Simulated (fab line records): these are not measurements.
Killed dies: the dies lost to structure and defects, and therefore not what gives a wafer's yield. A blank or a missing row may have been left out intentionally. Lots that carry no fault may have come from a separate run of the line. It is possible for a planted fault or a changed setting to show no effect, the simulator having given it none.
fab line records ; flow n5_finfet
record lots=10; wafers=29; last_day=19
route steps=1938 shown SDB@376 HKMG_FIN@398 BEOL_M4@1111
lots that met no fault: taken from a fault-free run of the same line
start_h: hours from the record's opening day to when the first of the lot's shown wafers began ; wait_h: how many hours have passed since the lot's step before this one ; " the same as in the row above ; L1.1+2: one row covering several wafers at once ; - either no value or no given start ; * or withheld: withheld ; < > ~ a bound
route shown NAME@n: a module of which the file shows steps, and the number in the route of the first ; usual: mean/standard deviation taken from wafers without a fault ; same: alike in all rows ; chamber/n: place in a boat ; sites: per-site readings ; _std_site: how widely they spread, as a standard deviation ; _edge_site: the outer-site mean with the inner-site mean subtracted ; radius_mm: for every site, how far away it sits from the centre of the wafer ; mask NAME#n: copy n ; behind: the tool/chamber that last shaped the wafer ; hold: reason for holding the lot/hours on hold/outcome of the hold ; device: transistor that didn't switch, given as n, p or np ; end of line: tests of these same wafers at the route's end ; where a step has no rows: the recipe by itself ; killed: dies lost to structure and defects at the first sort, not the wafer's yield ; map: a wafer's dies, x killed, . not, _ none there
set.NAME: setting as actually run; set.NAME@STEP: the setting as run at that earlier step ; model.NAME: the simulator's own value behind a step, which no gauge read
steps of the route over a sample of lots; a table a step, a row a wafer
services: from which hour (start_h, from the record's first day; less than 0 if before it) a tool's chamber was out of use, for how many hours, and why
## steps
# step N5_SDB_INSPECT_36
# recipe inspect_instrument=darkfield; mode=post_cmp
# usual raw_defect_count=38/19
lot.wafer;tool;chamber;start_h;wait_h;raw_defect_count
L341.1;defect_inspect-01;-;82.47;0.0;22
L341.4;defect_inspect-01;-;82.47;0.0;40
L341.6;defect_inspect-01;-;82.47;0.0;44
L342.1;defect_inspect-01;-;84.84;0.0;38
L342.2;defect_inspect-01;-;84.84;0.0;29
L342.6;defect_inspect-01;-;84.84;0.0;76
L343.3;defect_inspect-01;-;84.94;0.0;36
L343.4;defect_inspect-01;-;84.94;0.0;35
L343.6;defect_inspect-01;-;84.94;0.0;34
L347.2;defect_inspect-01;-;107.78;0.0;32
L347.4;defect_inspect-01;-;107.78;0.0;33
L347.5;defect_inspect-01;-;107.78;0.0;53
L349.1;defect_inspect-01;-;121.11;0.0;30
L349.3;defect_inspect-01;-;121.11;0.0;19
L349.4;defect_inspect-01;-;121.11;0.0;22
L352.1;defect_inspect-01;-;138.16;0.0;16
L352.4;defect_inspect-01;-;138.16;0.0;15
L352.6;defect_inspect-01;-;138.16;0.0;21
L353.2;defect_inspect-02;-;146.69;0.0;37
L353.4;defect_inspect-02;-;146.69;0.0;28
L353.5;defect_inspect-02;-;146.69;0.0;31
L357.2;defect_inspect-01;-;167.60;0.0;67
L357.4;defect_inspect-01;-;167.60;0.0;41
L360.2;defect_inspect-02;-;188.48;0.0;70
L360.4;defect_inspect-02;-;188.48;0.0;80
L360.6;defect_inspect-02;-;188.48;0.0;95
L363.2;defect_inspect-01;-;204.03;0.0;21
L363.5;defect_inspect-01;-;204.03;0.0;11
L363.6;defect_inspect-01;-;204.03;0.0;21
# step N5_HKMG_FIN_CD_MEAS_49
# recipe target_cd_nm=202; landing_energy_ev=500; detector=se_inlens; polarity=opening
# usual cd_nm=202.3/0.61
# same landing_energy_ev=500
lot.wafer;tool;chamber;start_h;wait_h;cd_nm
L341.1;cd_sem-01;0;84.00;-;203.0
L341.4;cd_sem-01;0;84.00;-;203.2
L341.6;cd_sem-01;0;84.00;-;201.8
L342.1;cd_sem-01;0;86.55;-;201.8
L342.2;cd_sem-01;0;86.55;-;202.7
L342.6;cd_sem-01;0;86.55;-;201.8
L343.3;cd_sem-02;0;86.73;-;201.9
L343.4;cd_sem-02;0;86.73;-;202.2
L343.6;cd_sem-02;0;86.73;-;201.3
L347.2;cd_sem-03;0;109.85;-;202.4
L347.4;cd_sem-03;0;109.85;-;202.4
L347.5;cd_sem-03;0;109.85;-;202.2
L349.1;cd_sem-02;0;122.87;-;201.4
L349.3;cd_sem-02;0;122.87;-;203.0
L349.4;cd_sem-02;0;122.87;-;202.1
L352.1;cd_sem-03;0;139.96;-;203.2
L352.4;cd_sem-03;0;139.96;-;201.7
L352.6;cd_sem-03;0;139.96;-;202.9
L353.2;cd_sem-03;0;148.30;-;202.1
L353.4;cd_sem-03;0;148.30;-;202.8
L353.5;cd_sem-03;0;148.30;-;202.6
L357.2;cd_sem-01;0;169.18;-;202.7
L357.4;cd_sem-01;0;169.18;-;202.8
L360.2;cd_sem-02;0;190.12;-;202.6
L360.4;cd_sem-02;0;190.12;-;201.9
L360.6;cd_sem-02;0;190.12;-;201.6
L363.2;cd_sem-03;0;205.58;-;202.0
L363.5;cd_sem-03;0;205.58;-;202.6
L363.6;cd_sem-03;0;205.58;-;202.7
# step N5_HKMG_FIN_ETCH_55
# recipe chemistry=N2/H2; target=SOC; target_depth_a=2400; temp_c=40; time_s=300; ion_energy_ev=200; mask_material=SiARC; pressure_mtorr=30; source_w=840; bias_w=150; n2_flow_sccm=200; h2_flow_sccm=200
# usual drypump_motor_current_A=5.8/0.48; oes_product_au=0.81/0.084; rf_vpp_V=523.6/2.7; showerhead_plenum_p_Torr=2.53/0.097; throttle_valve_pct=17.78/0.23
lot.wafer;tool;chamber;start_h;wait_h;drypump_motor_current_A;oes_product_au;rf_hours_counter_h;rf_vpp_V;showerhead_plenum_p_Torr;throttle_valve_pct
L341.1;rie_diel-03;3;84.25;0.0;5.6;0.72;205;526.5;2.63;18.35
L341.4;rie_diel-03;2;84.25;0.0;6.7;0.92;21;526.1;2.60;17.81
L341.6;rie_diel-03;2;84.25;0.0;6.7;0.91;-;527.0;2.60;17.80
L342.1;rie_diel-01;0;86.73;0.0;6.2;0.79;110;521.2;2.45;17.79
L342.2;rie_diel-01;3;86.73;0.0;5.1;0.80;129;517.6;2.33;17.43
L342.6;rie_diel-01;1;86.73;0.0;6.5;0.90;-;523.1;2.51;17.53
L343.3;rie_diel-03;1;86.91;0.0;6.5;0.94;6;525.7;2.60;17.52
L343.4;rie_diel-03;0;86.91;0.0;6.0;0.88;35;523.0;2.49;17.94
L343.6;rie_diel-03;3;86.91;0.0;5.6;0.72;-;527.2;2.63;18.35
L347.2;rie_diel-05;1;110.03;0.0;6.2;0.68;247;522.4;2.49;17.92
L347.4;rie_diel-05;0;110.03;0.0;5.4;0.89;-;525.9;2.59;17.65
L347.5;rie_diel-05;3;110.03;0.0;5.5;0.67;-;522.3;2.49;17.77
L349.1;rie_diel-01;2;123.05;0.0;5.4;0.73;185;525.7;2.63;17.92
L349.3;rie_diel-01;3;123.05;0.0;5.1;0.78;144;517.8;2.32;17.47
L349.4;rie_diel-01;0;123.05;0.0;6.2;0.78;125;521.3;2.44;17.80
L352.1;rie_diel-05;2;140.38;0.0;5.6;0.77;177;526.4;2.65;17.97
L352.4;rie_diel-05;2;140.38;0.0;5.6;0.78;-;526.5;2.65;17.97
L352.6;rie_diel-05;1;140.38;0.0;6.2;0.98;-;521.9;2.48;17.52
L353.2;rie_diel-01;3;148.48;0.0;5.2;0.77;153;518.5;2.32;17.49
L353.4;rie_diel-01;1;148.48;0.0;6.5;0.86;39;521.5;2.50;17.58
L353.5;rie_diel-01;3;148.48;0.0;5.1;0.76;-;517.1;2.32;17.50
L357.2;rie_diel-01;0;169.41;0.0;6.2;1.08;141;520.5;2.43;17.87
L357.4;rie_diel-01;3;169.41;0.0;5.1;0.77;160;517.9;2.32;17.52
L360.2;rie_diel-01;1;190.55;0.0;6.5;1.20;54;521.4;2.50;17.66
L360.4;rie_diel-01;2;190.55;0.0;5.4;0.70;208;526.8;2.62;17.95
L360.6;rie_diel-01;0;190.55;0.0;6.2;1.06;-;519.2;2.43;17.89
L363.2;rie_diel-05;3;205.76;0.0;5.5;0.93;13;523.6;2.48;17.35
L363.5;rie_diel-05;3;205.76;0.0;5.6;0.92;-;522.2;2.48;17.35
L363.6;rie_diel-05;2;205.76;0.0;5.6;0.76;-;527.6;2.64;18.03
# step N5_HKMG_FIN_ALD_79
# recipe material=TiN; target_thk_a=15; temp_c=400; ald_precursor_family=TiCl4; ald_co_reactant=NH3; pulse_time_s=1; purge_time_s=3; co_reactant_purge_time_s=2; co_reactant_pulse_time_s=2; ald_cycles=68; pressure_torr=3
# usual heater_power_w=877/92; precursor_pulse_height_rel=0.997/0.02
# same ald_cycles=68; co_reactant_pulse_time_s=2
lot.wafer;tool;chamber;start_h;wait_h;heater_power_w;precursor_pulse_height_rel
L341.1;ald_metal-02;3;85.56;0.1;879;0.997
L341.4;ald_metal-02;0;85.56;0.1;1009;1.034
L341.6;ald_metal-02;1;85.56;0.1;972;0.977
L342.1;ald_metal-04;0;88.00;0.0;984;0.947
L342.2;ald_metal-04;1;88.00;0.0;780;0.993
L342.6;ald_metal-04;1;88.00;0.0;777;0.994
L343.3;ald_metal-02;3;88.18;0.0;889;1.022
L343.4;ald_metal-02;1;88.18;0.0;986;0.992
L343.6;ald_metal-02;0;88.18;0.0;1036;0.998
L347.2;ald_metal-04;0;111.30;0.0;1018;1.034
L347.4;ald_metal-04;3;111.30;0.0;729;1.020
L347.5;ald_metal-04;1;111.30;0.0;784;1.008
L349.1;ald_metal-02;3;124.33;0.0;895;1.027
L349.3;ald_metal-02;0;124.33;0.0;1050;1.027
L349.4;ald_metal-02;2;124.33;0.0;885;0.988
L352.1;ald_metal-02;0;141.66;0.0;1027;1.003
L352.4;ald_metal-02;3;141.66;0.0;899;0.991
L352.6;ald_metal-02;2;141.66;0.0;863;0.971
L353.2;ald_metal-04;1;149.77;0.0;755;0.992
L353.4;ald_metal-04;2;149.77;0.0;894;1.069
L353.5;ald_metal-04;1;149.77;0.0;786;0.998
L357.2;ald_metal-04;0;170.68;0.0;978;0.998
L357.4;ald_metal-04;3;170.68;0.0;726;0.997
L360.2;ald_metal-02;1;191.82;0.0;978;1.023
L360.4;ald_metal-02;3;191.82;0.0;861;0.979
L360.6;ald_metal-02;0;191.82;0.0;1029;0.985
L363.2;ald_metal-02;2;207.04;0.0;892;0.987
L363.5;ald_metal-02;0;207.04;0.0;1016;0.995
L363.6;ald_metal-02;2;207.04;0.0;865;0.987
# step N5_BEOL_M4_RC_MEAS_101
# usual DIBL_N=36.0/1.7; DIBL_P=36.2/1.9; IOFF_N=0.154/0.028; IOFF_P=0.21/0.036; ION_N=675/11; ION_P=463/8.3; SS_N=71.4/0.63; SS_P=73.2/0.55; VT_N=250.2/3; VT_P=-251/3.7
lot.wafer;tool;chamber;start_h;wait_h;DIBL_N[mV/V];DIBL_P[mV/V];IOFF_N[nA/um];IOFF_P[nA/um];ION_N[uA/um];ION_P[uA/um];SS_N[mV/dec];SS_P[mV/dec];VT_N[mV];VT_P[mV]
L341.1;prober-02;0;192.80;0.0;37.5;37.4;0.178;0.29;673;469;71.7;73.6;248.0;-242
L341.4;prober-02;0;192.80;0.0;34.2;33.4;0.133;0.23;672;475;70.0;73.3;251.1;-245
L341.6;prober-02;0;192.80;0.0;36.4;35.8;0.157;0.26;666;468;71.2;73.5;253.0;-243
L342.1;prober-01;0;197.44;0.0;35.0;33.2;0.116;0.17;670;455;71.2;73.0;252.2;-252
L342.2;prober-01;0;197.44;0.0;38.3;38.5;0.186;0.26;688;474;72.9;73.9;245.6;-247
L342.6;prober-01;0;197.44;0.0;39.0;38.7;0.196;0.26;700;477;72.4;73.9;245.2;-246
L347.2;prober-02;0;264.84;0.2;34.7;35.6;0.134;0.18;666;460;71.4;72.7;252.2;-252
L347.4;prober-02;0;264.84;0.2;35.7;36.4;0.155;0.20;679;461;71.4;72.8;248.9;-251
L347.5;prober-02;0;264.84;0.2;35.7;36.5;0.146;0.19;674;465;71.2;72.5;249.6;-251
L349.1;prober-01;0;276.31;0.0;32.5;32.9;0.102;0.15;657;452;70.8;71.7;255.7;-254
L349.3;prober-01;0;276.31;0.0;35.8;37.7;0.158;0.21;673;465;71.1;73.0;249.3;-248
L349.4;prober-01;0;276.31;0.0;33.1;34.8;0.113;0.17;662;463;70.6;72.3;252.1;-254
L352.1;prober-01;0;297.52;0.0;38.1;39.2;0.194;0.22;699;468;71.7;73.8;248.7;-251
L352.4;prober-01;0;297.52;0.0;36.0;36.2;0.148;0.17;669;449;71.4;73.2;251.7;-256
L352.6;prober-01;0;297.52;0.0;37.3;37.9;0.170;0.20;677;454;71.6;73.6;249.3;-255
L353.2;prober-02;0;300.37;0.2;35.6;36.0;0.124;0.18;651;450;71.6;72.4;252.7;-252
L353.4;prober-02;0;300.37;0.2;37.3;38.0;0.157;0.21;668;456;72.5;72.9;251.6;-251
L353.5;prober-02;0;300.37;0.2;38.7;38.1;0.185;0.22;668;457;72.8;73.2;248.1;-249
L343.3;prober-01;0;307.21;0.3;34.5;35.1;0.143;0.19;664;458;71.8;73.2;250.0;-254
L343.4;prober-01;0;307.21;0.3;36.8;38.3;0.181;0.23;683;470;71.7;74.0;249.0;-251
L343.6;prober-01;0;307.21;0.3;37.0;39.3;0.202;0.26;688;469;72.3;73.5;244.7;-247
L357.2;prober-01;0;316.01;0.2;35.8;35.0;0.147;0.18;667;456;71.2;73.4;253.0;-254
L357.4;prober-01;0;316.01;0.2;34.4;34.3;0.138;0.18;684;466;71.4;73.2;249.5;-255
L360.2;prober-01;0;340.00;0.2;35.2;32.4;0.128;0.17;662;459;70.8;72.1;256.1;-253
L360.4;prober-01;0;340.00;0.2;33.8;32.5;0.107;0.17;669;462;70.2;72.8;258.0;-255
L360.6;prober-01;0;340.00;0.2;36.6;35.7;0.150;0.22;673;466;71.1;72.9;251.3;-248
L363.2;prober-01;0;344.31;0.2;36.7;35.6;0.158;0.24;666;465;71.5;73.4;252.7;-247
L363.5;prober-01;0;344.31;0.2;37.2;37.2;0.174;0.26;677;471;71.2;73.7;247.7;-243
L363.6;prober-01;0;344.31;0.2;36.0;34.8;0.164;0.23;686;477;71.5;73.0;248.4;-247
## services
tool;chamber;start_h;hours;kind
ald_metal-02;0;78.36;4.6;repair
rie_diel-05;1;84.10;21.9;repair
rie_diel-05;3;96.30;1.8;repair
rie_diel-05;2;100.11;16.3;repair
rie_diel-05;1;116.46;-;clean
rie_diel-05;1;116.46;-;consumable_replace:focus_ring
rie_diel-05;3;119.45;6.4;repair
rie_diel-05;3;134.83;-;clean
rie_diel-05;3;134.83;-;consumable_replace:focus_ring
rie_diel-05;3;134.83;29.9;scheduled_down
rie_diel-05;3;134.83;29.9;vent_cycle
rie_diel-03;2;157.49;2.7;repair
ald_metal-02;2;183.39;4.4;repair
ald_metal-02;3;196.45;26.9;repair
## key
first_sign step=N5_HKMG_FIN_ETCH_55; reading=oes_product_au; direction=up; sigmas=3.7; usual=0.81; struck=1.11
effect none on later readings
met_at N5_HKMG_FIN_ETCH_55
struck_lots L357,L360
struck_wafers L357.2,L360.2,L360.6
not_acting_at N5_SDB_INSPECT_36,N5_HKMG_FIN_CD_MEAS_49,N5_HKMG_FIN_ALD_79
onset_between 148.48 169.41
fault kind=process_parameter_drift; tool=rie_diel-01; chamber=-; onset_h=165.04; steps=N5_HKMG_FIN_ETCH_55; channel=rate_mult; offset=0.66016; shape=step; end_h=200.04; scope=struck_wafers_only
